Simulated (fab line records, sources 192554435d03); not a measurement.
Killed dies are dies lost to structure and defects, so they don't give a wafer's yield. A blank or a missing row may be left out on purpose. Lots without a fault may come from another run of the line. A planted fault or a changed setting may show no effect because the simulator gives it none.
fab line records | flow n5_finfet
record lots=5 wafers=15 last_day=15
route steps=1938 shown BEOL_M4@1099 BEOL_M5@1112 BEOL_M11@1596 PASSIVATION@1936
lots that met no fault: from a run of the same line without faults
start_h: hours from the record's first day to the start of the lot's first wafer shown | wait_h: hours since the lot's step before | " the same as in the row above | L1.1+2: a row that stands for several wafers | - no value, or no start given | * or withheld: withheld | < > ~ a bound
route shown NAME@n: a module of which the file shows steps, and the number in the route of the first | usual: mean/standard deviation of fault-free wafers | same: alike in all rows | chamber/n: place in a boat | sites: the reading at each site | _std_site: their standard deviation | _edge_site: outer sites' mean less inner sites' | radius_mm: how far each site lies from the wafer's centre | mask NAME#n: copy n | behind: the tool/chamber that last shaped the wafer | hold: why the lot was held/for how many hours/how that ended | device: the transistor (n, p or np) that didn't switch | end of line: the same wafers' tests at the end of the route | a step without rows: its recipe alone | killed: dies lost to structure and defects at the first sort, not the wafer's yield | map: a wafer's dies, x killed, . not, _ none there
set.NAME: the setting as run; set.NAME@STEP: as run at that earlier step | model.NAME: the simulator's own value behind a step, which no gauge read
lots at some steps of the route; a table a step, a row a wafer
services: from which hour (start_h, from the record's first day; less than 0 if before it) a tool's chamber was out of use, for how many hours, and why
## steps
# step N5_BEOL_M4_ANNEAL_95
# recipe temp_c=400 time_s=240 ambient=vacuum
# step N5_BEOL_M4_SPUTTER_96
# recipe material=Cu target_thk_a=45 temp_c=-20 chamber_pressure_pa=0.07 power_w=withheld time_s=8.29
# step N5_BEOL_M4_ECD_50
# recipe material=Cu target_thk_a=3000
# step N5_BEOL_M4_ANNEAL_51
# recipe temp_c=225 time_s=90 ambient=N2
# step N5_BEOL_M4_CMP_52
# recipe stop_on=SiOC t_overpolish_s=6.8 down_force_psi=1 platen_rpm=50 clearing_platen_down_force_psi=1.5 clearing_platen_rpm=50 post_cmp_clean=cu_alkaline target_thk_nm=40 clearing_platen_pad_velocity_m_s=0.99484 pad_velocity_m_s=0.99484
# step N5_BEOL_M4_PRE_CLEAN_60
# recipe gas=NH3/H2 time_s=15 temp_c=* rf_power_w=300
# step N5_BEOL_M4_CO_CAP_55
# recipe material=Co target_thk_a=20 temp_c=200 precursor=CCTBA/H2 pressure_torr=30 time_s=102.1
# step N5_BEOL_M4_PRE_CLEAN_56
# recipe gas=NH3 time_s=15 temp_c=withheld rf_power_w=300
# step N5_BEOL_M4_DEP_57
# recipe material=SiCN target_thk_a=80 temp_c=withheld precursor=3MS/NH3 pressure_torr=3 rf_w=202 time_s=14
# step N5_BEOL_M4_RC_MEAS_101
# usual DIBL_N=36.4/1.4 DIBL_P=36.3/1.5 IOFF_N=0.162/0.023 IOFF_P=0.211/0.027 ION_N=676/9.7 ION_P=463/6.4 SS_N=71.5/0.5 SS_P=73.3/0.6 VT_N=249.3/2.5 VT_P=-249.9/2.8
# columns lot.wafer tool chamber start_h wait_h DIBL_N[mV/V] DIBL_P[mV/V] IOFF_N[nA/um] IOFF_P[nA/um] ION_N[uA/um] ION_P[uA/um] SS_N[mV/dec] SS_P[mV/dec] VT_N[mV] VT_P[mV]
L795.1 prober-01 0 212.44 0.0 34.6 34.4 0.131 0.194 670 460 70.9 72.4 252.5 -248.4
L795.2 " 0 " " 38.6 39.0 0.210 0.266 680 462 71.3 73.2 242.8 -246.7
L795.3 " 0 " " 34.4 33.9 0.130 0.182 678 462 71.3 72.7 250.1 -252.6
L796.1 prober-01 0 217.80 0.0 36.3 37.7 0.156 0.203 658 453 71.2 73.5 248.5 -251.1
L796.4 " 0 " " 36.4 37.4 0.159 0.195 673 457 71.7 73.6 251.9 -251.2
L796.5 " 0 " " 35.6 36.0 0.147 0.183 667 455 70.9 73.5 252.1 -251.6
L797.3 prober-02 0 227.09 0.3 36.4 37.6 0.187 0.236 675 466 71.5 73.3 245.9 -248.2
L797.5 " 0 " " 35.3 36.2 0.162 0.210 668 465 71.6 72.6 248.8 -250.3
L797.6 " 0 " " 34.2 34.4 0.141 0.187 665 455 70.8 72.2 250.2 -252.6
L799.1 prober-01 0 236.34 0.0 36.4 35.6 0.152 0.209 680 476 71.3 72.6 248.2 -250.5
L799.5 " 0 " " 36.5 35.8 0.151 0.207 670 465 71.3 73.3 252.1 -249.0
L799.6 " 0 " " 36.3 35.5 0.145 0.208 672 473 71.1 73.1 250.7 -249.6
L803.1 prober-01 0 254.61 0.0 35.5 35.9 0.159 0.230 678 470 71.0 72.8 247.9 -248.4
L803.2 " 0 " " 35.6 36.2 0.166 0.223 672 463 71.5 73.6 245.4 -248.1
L803.4 " 0 " " 37.2 37.9 0.198 0.248 681 468 71.7 73.7 246.3 -249.4
# step N5_BEOL_M5_ILD_DEP_00
# recipe material=SiCOH_lowk target_thk_a=1406.4 temp_c=300 precursor=DEMS/porogen pressure_torr=5 rf_w=500 time_s=25.9
# step N5_BEOL_M5_CURE_79
# recipe temp_c=385 time_s=240 ambient=He/Ar material=SiCOH_lowk
# step N5_BEOL_M5_PECVD_70
# recipe material=SiO2 target_thk_a=160 temp_c=400 precursor=TEOS/O2 pressure_torr=5.5 rf_w=450 teos_flow_sccm=53.8 gas=O2 flow_sccm=3000 time_s=18
# step N5_BEOL_M5_HM_DEP_02
# recipe material=TiN target_thk_a=200 temp_c=25 chamber_pressure_pa=0.49996
# step N5_BEOL_M5_COAT_59
# recipe resist=SOC temp_c=250 time_s=60 spin_rpm=1500 resist_thk_nm=60
# step N5_BEOL_M5_COAT_60
# recipe resist=SiARC temp_c=220 time_s=60 spin_rpm=1500 resist_thk_nm=12
# step N5_BEOL_M5_COAT_71
# recipe resist=underlayer temp_c=205 time_s=60 spin_rpm=1500 resist_thk_nm=5
# step N5_BEOL_M5_COAT_05
# recipe resist=CAR-EUV spin_rpm=1500 resist_thk_nm=30
# step N5_BEOL_M5_EBR_07
# recipe solvent=PGMEA ebr_width_mm=1.5
# step N5_BEOL_M5_SOFTBAKE_06
# recipe temp_c=110 time_s=60 resist=CAR-EUV
# step N5_BEOL_M5_EXPOSE_08
# recipe mask_id=M5 na=0.33 source_shape=annular sigma_inner=0.4 sigma_outer=0.8 polarization=unpolarized target_cd_nm=28 dose_mj=35.75
# step N5_BEOL_M5_PEB_09
# recipe peb_temp_c=100 peb_time_s=60 resist=CAR-EUV
# step N5_BEOL_M5_DEVELOP_10
# recipe develop_time_s=30 developer=TMAH resist=CAR-EUV rinse_liquid=surfactant_rinse dry=air_spin dev_temp_c=23
# step N5_BEOL_M5_DESCUM_16
# recipe chemistry=O2 time_s=7 source_power_w=50 bias_power_w=20 pressure_mtorr=20 rf_frequency_hz=2.712e+07 temp_c=40 resist=CAR-EUV o2_flow_sccm=225
# step N5_BEOL_M5_ETCH_72
# recipe chemistry=N2/H2 target=underlayer target_depth_a=65 mask_material=CAR-EUV time_s=5.2 ion_energy_ev=200 pressure_mtorr=30 source_w=840 bias_w=150 n2_flow_sccm=200 h2_flow_sccm=200 ends=cleared
# step N5_BEOL_M5_ETCH_61
# recipe chemistry=CF4 target=SiARC target_depth_a=156 mask_material=CAR-EUV time_s=26 ion_energy_ev=80 pressure_mtorr=40 source_w=545 bias_w=36 Ar_flow_sccm=100 cf4_flow_sccm=100 ends=cleared
# step N5_BEOL_M5_ETCH_62
# recipe chemistry=N2/H2 target=SOC target_depth_a=750 overetch_a=150 mask_material=SiARC temp_c=40 time_s=112.5 ion_energy_ev=200 pressure_mtorr=30 source_w=840 bias_w=150 n2_flow_sccm=200 h2_flow_sccm=200
# step N5_BEOL_M5_STRIP_63
# recipe chemistry=N2/H2 temp_c=40 n2_flow_sccm=200 h2_flow_sccm=200 rf_frequency_hz=6e+07
# step N5_BEOL_M5_STRIP_73
# recipe chemistry=N2/H2 temp_c=40 n2_flow_sccm=200 h2_flow_sccm=200 rf_frequency_hz=6e+07
# step N5_BEOL_M5_STRIP_64
# recipe chemistry=CF4 resist=SiARC power_w=300 bias_power_w=75 pressure_mtorr=50 cf4_flow_sccm=150 rf_frequency_hz=6e+07
# step N5_BEOL_M5_HM_OPEN_17
# recipe chemistry=Cl2/BCl3 target_depth_a=200 overetch_a=60 target=TiN mask_material=SOC ion_energy_ev=150 pressure_mtorr=10 icp_w=1000 bias_w=126 Cl2_flow_sccm=53.25 bcl3_flow_sccm=21.75 Ar_flow_sccm=25
# step N5_BEOL_M5_STRIP_19
# recipe chemistry=O2 power_w=400 temp_c=40 pressure_mtorr=30 rf_frequency_hz=6e+07 bias_power_w=0 overash_fraction=0.2 o2_flow_sccm=225
# step N5_BEOL_M5_COAT_65
# recipe resist=SOC temp_c=250 time_s=60 spin_rpm=1500 resist_thk_nm=60
# step N5_BEOL_M5_COAT_66
# recipe resist=SiARC temp_c=220 time_s=60 spin_rpm=1500 resist_thk_nm=12
# step N5_BEOL_M11_CMP_52
# recipe stop_on=SiCOH_lowk t_overpolish_s=7 down_force_psi=1 platen_rpm=50 clearing_platen_down_force_psi=1.5 clearing_platen_rpm=50 post_cmp_clean=cu_alkaline target_thk_nm=140 clearing_platen_pad_velocity_m_s=0.99484 pad_velocity_m_s=0.99484
# usual barrier_field_endpoint_s=29.1/0.74 clearing_platen_down_force_psi=1.4993/0.0028 clearing_platen_rpm=49.998/0.026 motor_current_A=6.0/0.37 overpolish_run_s=6.999/0.0087 time_to_endpoint_s=66.4/2.2
# columns lot.wafer tool chamber start_h wait_h barrier_field_endpoint_s clearing_platen_down_force_psi clearing_platen_rpm motor_current_A overpolish_run_s time_to_endpoint_s model.Cu_of_BEOL_M11_ECD_50.thk_nm model.SiO2_of_BEOL_M11_PECVD_70.thk_nm
L795.2 cmp-04 3 280.29 0.2 - - - - - - 319.4 19.6
L795.3 " 0 " " - - - - - - 313.6 19.6
L795.1 " 2 " " - - - - - - 315.8 19.6
L796.1 cmp-03 2 284.64 0.3 - - - - - - 321.6 19.6
L796.4 " 0 " " - - - - - - 318.8 20
L796.5 " 2 " " - - - - - - 316.8 19.8
L797.3 cmp-04 0 288.36 0.3 - - - - - - 322.4 19.6
L797.6 " 1 " " - - - - - - 321.8 19.8
L797.5 " 2 " " - - - - - - 324.8 20.2
L799.1 cmp-04 2 296.77 0.3 28.5 1.5004 49.986 6.5 7.002 66.5 139.6 0
L799.5 " 1 " " 29.1 1.5019 50.018 6.3 7.003 64.2 141.2 0
L799.6 " 2 " " 30.0 1.4997 49.989 6.3 6.996 66.0 138.6 0
L803.1 cmp-03 2 318.36 0.3 29.2 1.4997 49.972 5.9 7.005 70.2 137.2 0
L803.4 " 3 " " 28.8 1.4975 49.984 6.4 7.010 70.0 138.6 0
L803.2 " 0 " " 29.1 1.5024 50.019 5.5 6.996 67.0 140 0
# step N5_BEOL_M11_THK_MEAS_53
# recipe thk_meas_gauge=xrf reads=Cu_of_BEOL_M11_ECD_50
# usual M11_THK=142.5/2.5
# columns lot.wafer tool chamber start_h wait_h M11_THK[nm]
L795.1 film_metro-02 - 280.58 0.1 318.9
L795.2 " - " " 324.0
L795.3 " - " " 318.7
L796.1 film_metro-01 - 284.93 0.3 327.8
L796.4 " - " " 326.2
L796.5 " - " " 324.5
L797.3 film_metro-01 - 288.54 0.1 332.2
L797.5 " - " " 336.0
L797.6 " - " " 330.8
L799.1 film_metro-02 - 297.03 - 141.3
L799.5 " - " " 143.1
L799.6 " - " " 139.8
L803.1 film_metro-01 - 318.62 - 140.4
L803.2 " - " " 142.6
L803.4 " - " " 141.5
# step N5_BEOL_M11_RS_MEAS_57
# recipe thk_meas_gauge=four-point-probe reads=Cu_of_BEOL_M11_ECD_50+Co_of_BEOL_M11_CVD_75+TaN_of_BEOL_M11_ALD_74
# usual M11_RS=0.1518/0.0025
# columns lot.wafer tool chamber start_h wait_h M11_RS[ohm/sq]
L795.1 film_metro-01 - 280.71 0.0 0.0607
L795.2 " - " " 0.0601
L795.3 " - " " 0.0610
L796.1 film_metro-02 - 285.06 0.0 0.0597
L796.4 " - " " 0.0601
L796.5 " - " " 0.0605
L797.3 film_metro-01 - 288.66 0.0 0.0595
L797.5 " - " " 0.0590
L797.6 " - " " 0.0595
L799.1 film_metro-02 - 297.15 0.0 0.1516
L799.5 " - " " 0.1494
L799.6 " - " " 0.1528
L803.1 film_metro-02 - 318.77 0.1 0.1542
L803.2 " - " " 0.1510
L803.4 " - " " 0.1524
# step N5_BEOL_M11_INSPECT_58
# recipe inspect_instrument=darkfield mode=post_dep
# usual raw_defect_count=60/20
# columns lot.wafer tool chamber start_h wait_h raw_defect_count
L795.1 defect_inspect-01 - 280.73 0.0 1099
L795.2 " - " " 1129
L795.3 " - " " 1122
L796.1 defect_inspect-02 - 285.08 0.0 1099
L796.4 " - " " 1178
L796.5 " - " " 1060
L797.3 defect_inspect-01 - 288.69 0.0 1176
L797.5 " - " " 1167
L797.6 " - " " 1216
L799.1 defect_inspect-01 - 297.18 0.0 96
L799.5 " - " " 47
L799.6 " - " " 59
L803.1 defect_inspect-01 - 318.80 0.0 43
L803.2 " - " " 51
L803.4 " - " " 75
# step N5_PASSIVATION_PROBE_49
# usual defect_limited_yield=91.3/1.3 killed_at_M0_to_M3=33/8.9 killed_at_M4_up=15/5.4 killed_at_contacts=13/5.8 killed_at_front_end=39/9.9 killed_at_other=3.2/2.9 killed_dies=102/15 killed_on_rim=13/3.7 killed_open=68/12 killed_short=34/7.6 sort_bin_5_function=5.1/0.89 sort_bin_6_memory=3.2/0.63 sort_n_pass=1078/15 sort_yield_pct=91.3/1.3
# same gross_dies=1180 killed_at_back_side=0 sort_bin_4_leakage[%]=0 sort_bin_8_speed[%]=0
# columns lot.wafer tool chamber start_h wait_h defect_limited_yield[%] killed_at_M0_to_M3 killed_at_M4_up killed_at_contacts killed_at_front_end killed_at_other killed_dies killed_on_rim killed_open killed_short sort_bin_5_function[%] sort_bin_6_memory[%] sort_n_pass sort_yield_pct[%]
L795.1 prober-01 - 317.92 0.0 0 41 1078 6 48 7 1180 152 75 40 5.5 3.7 0 0
L795.2 prober-01 - 317.97 0.1 0 43 1090 7 30 10 1180 152 62 40 4.9 3.4 0 0
L795.3 prober-01 - 318.02 0.1 0 31 1085 7 50 7 1180 152 75 41 5.7 3.9 0 0
L796.1 prober-01 - 324.70 0.0 0 50 1087 14 29 0 1180 152 81 32 5.5 3.7 0 0
L796.4 prober-01 - 324.85 0.2 0 38 1105 11 24 2 1180 152 77 22 5.3 2.6 0 0
L796.5 prober-01 - 324.90 0.2 0 28 1115 11 24 2 1180 152 52 29 3.3 3.2 0 0
L797.3 prober-01 - 331.66 0.1 0 24 1094 9 50 3 1180 152 52 50 4.2 4.2 0 0
L797.5 prober-01 - 331.76 0.2 0 36 1079 14 49 2 1180 152 78 36 5.4 3.6 0 0
L797.6 prober-01 - 331.81 0.3 0 30 1078 14 58 0 1180 152 87 40 6.4 4.1 0 0
L799.1 prober-01 - 336.65 0.0 92.1 24 23 10 34 2 93 9 53 38 4.9 2.8 1087 92.1
L799.5 prober-01 - 336.85 0.2 92.7 25 18 6 28 9 86 8 51 34 4.4 2.6 1094 92.7
L799.6 prober-01 - 336.90 0.3 91.1 31 20 8 44 2 105 14 70 35 5.7 3.2 1075 91.1
L803.1 prober-02 - 360.21 0.0 89.0 39 25 5 61 0 130 21 69 61 6.7 4.0 1050 89.0
L803.2 prober-02 - 360.26 0.1 91.3 30 16 9 47 1 103 13 61 40 4.8 3.5 1077 91.3
L803.4 prober-02 - 360.36 0.2 90.7 32 19 13 46 0 110 16 75 35 5.8 3.3 1070 90.7
# killed by level:class
L795.1 BEOL_M11:area_cmp=1065 STI_FIN_REVEAL:geometric_particle:open=15 BEOL_M0_SAQP:geometric_particle:open=13 BEOL_M0_SAQP:geometric_particle:short=12 FIN_SAQP:geometric_particle:open=10 BEOL_M1:geometric_particle:open=7 ILD0:geometric_particle:short=6 BEOL_M4:geometric_particle:open=6
L795.2 BEOL_M11:area_cmp=1078 BEOL_M0_SAQP:geometric_particle:open=9 BEOL_M1:geometric_particle:open=9 STI_FIN_REVEAL:geometric_particle:open=8 BEOL_M0_SAQP:geometric_particle:short=7 BEOL_M2:geometric_particle:open=6 PAD_METAL:geometric_particle:open=6 MOL_CONTACT_COAG:geometric_particle:open=5
L795.3 BEOL_M11:area_cmp=1064 BEOL_M4:geometric_particle:open=12 STI_FIN_REVEAL:geometric_particle:open=11 BEOL_M1:geometric_particle:open=10 FIN_SAQP:geometric_particle:open=9 BEOL_M0_SAQP:geometric_particle:short=7 BEOL_M0_SAQP:geometric_particle:open=7 FIN_SAQP:geometric_particle:short=6
L796.1 BEOL_M11:area_cmp=1066 BEOL_M0_SAQP:geometric_particle:open=17 MOL_CONTACT_COAG:geometric_particle:open=14 STI_FIN_REVEAL:geometric_particle:open=11 BEOL_M3:geometric_particle:open=11 BEOL_M0_SAQP:geometric_particle:short=9 BEOL_M4:geometric_particle:open=7 BEOL_M1:geometric_particle:open=5
L796.4 BEOL_M11:area_cmp=1080 MOL_CONTACT_COAG:geometric_particle:open=10 BEOL_M4:geometric_particle:open=10 BEOL_M0_SAQP:geometric_particle:short=8 BEOL_M0_SAQP:geometric_particle:open=8 BEOL_M2:geometric_particle:open=8 BEOL_M0:geometric_particle:open=5 STARTING-WAFER:geometric_particle:open=5
L796.5 BEOL_M11:area_cmp=1099 BEOL_M1:geometric_particle:open=10 MOL_CONTACT_COAG:geometric_particle:open=8 DUMMY_GATE:geometric_particle:open=7 STI_FIN_REVEAL:geometric_particle:open=5 BEOL_M4:geometric_particle:short=5 BEOL_M0_SAQP:geometric_particle:short=4 BEOL_M2:geometric_particle:open=4
L797.3 BEOL_M11:area_cmp=1077 GATE_CUT:geometric_particle:short=12 FIN_SAQP:geometric_particle:short=10 FIN_SAQP:geometric_particle:open=7 STI_FIN_REVEAL:geometric_particle:open=6 BEOL_M0_SAQP:geometric_particle:open=6 BEOL_M5:geometric_particle:open=6 MOL_CONTACT_COAG:geometric_particle:short=5
L797.5 BEOL_M11:area_cmp=1066 STI_FIN_REVEAL:geometric_particle:open=16 MOL_CONTACT_COAG:geometric_particle:open=10 BEOL_M3:geometric_particle:open=9 FIN_SAQP:geometric_particle:open=7 STI_FIN_REVEAL:geometric_particle:short=7 FIN_SAQP:geometric_particle:short=6 BEOL_M4:geometric_particle:open=6
L797.6 BEOL_M11:area_cmp=1053 STI_FIN_REVEAL:geometric_particle:open=14 BEOL_M4:geometric_particle:open=13 FIN_SAQP:geometric_particle:short=11 MOL_CONTACT_COAG:geometric_particle:open=10 DUMMY_GATE:geometric_particle:open=8 BEOL_M3:geometric_particle:open=5 BEOL_M1:geometric_particle:short=5
L799.1 FIN_SAQP:geometric_particle:short=12 BEOL_M4:geometric_particle:open=12 MOL_CONTACT_COAG:geometric_particle:open=8 BEOL_M3:geometric_particle:open=8 STARTING-WAFER:geometric_particle:short=5 BEOL_M0_SAQP:geometric_particle:open=4 BEOL_M4:geometric_particle:short=4 STI_FIN_REVEAL:geometric_particle:open=3
L799.5 FIN_SAQP:geometric_particle:short=8 MOL_CONTACT_COAG:geometric_particle:open=6 BEOL_M4:geometric_particle:open=6 FIN_SAQP:geometric_particle:open=5 BEOL_M1:geometric_particle:open=5 BEOL_M5:geometric_particle:open=5 BEOL_M2:geometric_particle:open=4 BEOL_M0_SAQP:geometric_particle:open=4
L799.6 BEOL_M4:geometric_particle:open=12 DUMMY_GATE:geometric_particle:open=10 BEOL_M3:geometric_particle:open=9 FIN_SAQP:geometric_particle:short=7 GATE_CUT:geometric_particle:open=6 MOL_CONTACT_COAG:geometric_particle:open=6 BEOL_M2:geometric_particle:open=6 BEOL_M0_SAQP:geometric_particle:short=4
L803.1 FIN_SAQP:geometric_particle:short=25 BEOL_M4:geometric_particle:open=17 STI_FIN_REVEAL:geometric_particle:open=11 BEOL_M0_SAQP:geometric_particle:short=10 BEOL_M1:geometric_particle:open=10 FIN_SAQP:geometric_particle:open=7 BEOL_M0_SAQP:geometric_particle:open=6 BEOL_M0:geometric_particle:open=6
L803.2 FIN_SAQP:geometric_particle:short=13 GATE_CUT:geometric_particle:short=12 FIN_SAQP:geometric_particle:open=10 BEOL_M0_SAQP:geometric_particle:open=9 BEOL_M0_SAQP:geometric_particle:short=8 MOL_CONTACT_COAG:geometric_particle:open=6 GATE_CUT:geometric_particle:open=5 BEOL_M3:geometric_particle:open=5
L803.4 STI_FIN_REVEAL:geometric_particle:open=13 MOL_CONTACT_COAG:geometric_particle:open=10 BEOL_M4:geometric_particle:open=10 BEOL_M2:geometric_particle:open=9 FIN_SAQP:geometric_particle:open=8 FIN_SAQP:geometric_particle:short=7 BEOL_M1:geometric_particle:open=6 BEOL_M0_SAQP:geometric_particle:open=6
# map L795.1 (x killed, . not)
_________________xxxxxxxxxxxx________________
______________xxxxxxxxxxxxxxxxxx_____________
___________xxxxxxxxxxxxxxxxxxxxxxxx__________
__________xxxxxxxxxxxxxxxxxxxxxxxxxx_________
________xxxxxxxxxxxxxxxxxxxxxxxxxxxxxx_______
_______xxxxxxxxxxxxxxxxxxxxxxxxxxxxxxxx______
______xxxxxxxxxxxxxxxxxxxxxxxxxxxxxxxxxx_____
_____xxxxxxxxxxxxxxxxxxxxxxxxxxxxxxxxxxxx____
____xxxxxxxxxxxxxxxxxxxxxxxxxxxxxxxxxxxxxx___
___xxxxxxxxxxxxxxxxxxxxxxxxxxxxxxxxxxxxxxxx__
___xxxxxxxxxxxxxxxxxxxxxxxxxxxxxxxxxxxxxxxx__
__xxxxxxxxxxxxxxxxxxxxxxxxxxxxxxxxxxxxxxxxxx_
__xxxxxxxxxxxxxxxxxxxxxxxxxxxxxxxxxxxxxxxxxx_
_xxxxxxxxxxxxxxxxxxxxxxxxxxxxxxxxxxxxxxxxxxxx
_xxxxxxxxxxxxxxxxxxxxxxxxxxxxxxxxxxxxxxxxxxxx
_xxxxxxxxxxxxxxxxxxxxxxxxxxxxxxxxxxxxxxxxxxxx
_xxxxxxxxxxxxxxxxxxxxxxxxxxxxxxxxxxxxxxxxxxxx
_xxxxxxxxxxxxxxxxxxxxxxxxxxxxxxxxxxxxxxxxxxxx
_xxxxxxxxxxxxxxxxxxxxxxxxxxxxxxxxxxxxxxxxxxxx
_xxxxxxxxxxxxxxxxxxxxxxxxxxxxxxxxxxxxxxxxxxxx
_xxxxxxxxxxxxxxxxxxxxxxxxxxxxxxxxxxxxxxxxxxxx
__xxxxxxxxxxxxxxxxxxxxxxxxxxxxxxxxxxxxxxxxxx_
__xxxxxxxxxxxxxxxxxxxxxxxxxxxxxxxxxxxxxxxxxx_
___xxxxxxxxxxxxxxxxxxxxxxxxxxxxxxxxxxxxxxxx__
___xxxxxxxxxxxxxxxxxxxxxxxxxxxxxxxxxxxxxxxx__
____xxxxxxxxxxxxxxxxxxxxxxxxxxxxxxxxxxxxxx___
_____xxxxxxxxxxxxxxxxxxxxxxxxxxxxxxxxxxxx____
______xxxxxxxxxxxxxxxxxxxxxxxxxxxxxxxxxx_____
_______xxxxxxxxxxxxxxxxxxxxxxxxxxxxxxxx______
________xxxxxxxxxxxxxxxxxxxxxxxxxxxxxx_______
__________xxxxxxxxxxxxxxxxxxxxxxxxxx_________
___________xxxxxxxxxxxxxxxxxxxxxxxx__________
______________xxxxxxxxxxxxxxxxxx_____________
_________________xxxxxxxxxxxx________________
# map L796.1 (x killed, . not)
_________________xxxxxxxxxxxx________________
______________xxxxxxxxxxxxxxxxxx_____________
___________xxxxxxxxxxxxxxxxxxxxxxxx__________
__________xxxxxxxxxxxxxxxxxxxxxxxxxx_________
________xxxxxxxxxxxxxxxxxxxxxxxxxxxxxx_______
_______xxxxxxxxxxxxxxxxxxxxxxxxxxxxxxxx______
______xxxxxxxxxxxxxxxxxxxxxxxxxxxxxxxxxx_____
_____xxxxxxxxxxxxxxxxxxxxxxxxxxxxxxxxxxxx____
____xxxxxxxxxxxxxxxxxxxxxxxxxxxxxxxxxxxxxx___
___xxxxxxxxxxxxxxxxxxxxxxxxxxxxxxxxxxxxxxxx__
___xxxxxxxxxxxxxxxxxxxxxxxxxxxxxxxxxxxxxxxx__
__xxxxxxxxxxxxxxxxxxxxxxxxxxxxxxxxxxxxxxxxxx_
__xxxxxxxxxxxxxxxxxxxxxxxxxxxxxxxxxxxxxxxxxx_
_xxxxxxxxxxxxxxxxxxxxxxxxxxxxxxxxxxxxxxxxxxxx
_xxxxxxxxxxxxxxxxxxxxxxxxxxxxxxxxxxxxxxxxxxxx
_xxxxxxxxxxxxxxxxxxxxxxxxxxxxxxxxxxxxxxxxxxxx
_xxxxxxxxxxxxxxxxxxxxxxxxxxxxxxxxxxxxxxxxxxxx
_xxxxxxxxxxxxxxxxxxxxxxxxxxxxxxxxxxxxxxxxxxxx
_xxxxxxxxxxxxxxxxxxxxxxxxxxxxxxxxxxxxxxxxxxxx
_xxxxxxxxxxxxxxxxxxxxxxxxxxxxxxxxxxxxxxxxxxxx
_xxxxxxxxxxxxxxxxxxxxxxxxxxxxxxxxxxxxxxxxxxxx
__xxxxxxxxxxxxxxxxxxxxxxxxxxxxxxxxxxxxxxxxxx_
__xxxxxxxxxxxxxxxxxxxxxxxxxxxxxxxxxxxxxxxxxx_
___xxxxxxxxxxxxxxxxxxxxxxxxxxxxxxxxxxxxxxxx__
___xxxxxxxxxxxxxxxxxxxxxxxxxxxxxxxxxxxxxxxx__
____xxxxxxxxxxxxxxxxxxxxxxxxxxxxxxxxxxxxxx___
_____xxxxxxxxxxxxxxxxxxxxxxxxxxxxxxxxxxxx____
______xxxxxxxxxxxxxxxxxxxxxxxxxxxxxxxxxx_____
_______xxxxxxxxxxxxxxxxxxxxxxxxxxxxxxxx______
________xxxxxxxxxxxxxxxxxxxxxxxxxxxxxx_______
__________xxxxxxxxxxxxxxxxxxxxxxxxxx_________
___________xxxxxxxxxxxxxxxxxxxxxxxx__________
______________xxxxxxxxxxxxxxxxxx_____________
_________________xxxxxxxxxxxx________________
## services
# columns tool chamber start_h hours kind
cmp-04 - 276.82 1.1 repair
## key
first_sign step=N5_BEOL_M11_CMP_52 reading=tool_record direction=missing
effect step=N5_BEOL_M11_THK_MEAS_53 reading=M11_THK direction=up sigmas=74 usual=142.5 struck=326.6
effect step=N5_BEOL_M11_RS_MEAS_57 reading=M11_RS direction=down sigmas=36 usual=0.1518 struck=0.0600
effect step=N5_BEOL_M11_INSPECT_58 reading=raw_defect_count direction=up sigmas=55 usual=60 struck=1138
effect step=N5_PASSIVATION_PROBE_49 reading=killed_at_M4_up direction=up sigmas=99+ usual=15 struck=1090
model_effect step=N5_BEOL_M11_CMP_52 value=Cu_of_BEOL_M11_ECD_50.thk_nm without=138.5 struck=319.4
more_kills_born_at N5_BEOL_M11_CMP_52@cmp-04=6403 N5_BEOL_M11_CMP_52@cmp-03=3245
met_at N5_BEOL_M11_CMP_52
struck_wafers L795.1,L795.2,L795.3,L796.1,L796.4,L796.5,L797.3,L797.5,L797.6
later_rows_left_out L795.1,L795.2,L795.3,L796.1,L796.4,L796.5,L797.3,L797.5,L797.6
fault kind=skipped_step_whole tool=cmp-03,cmp-04 chamber=- onset_h=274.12 steps=N5_BEOL_M11_CMP_52 scope=struck_lots_only
# later_rows_left_out: the simulator's readings of these wafers behind a module that went badly wrong aren't trusted and aren't shown, but for the sort
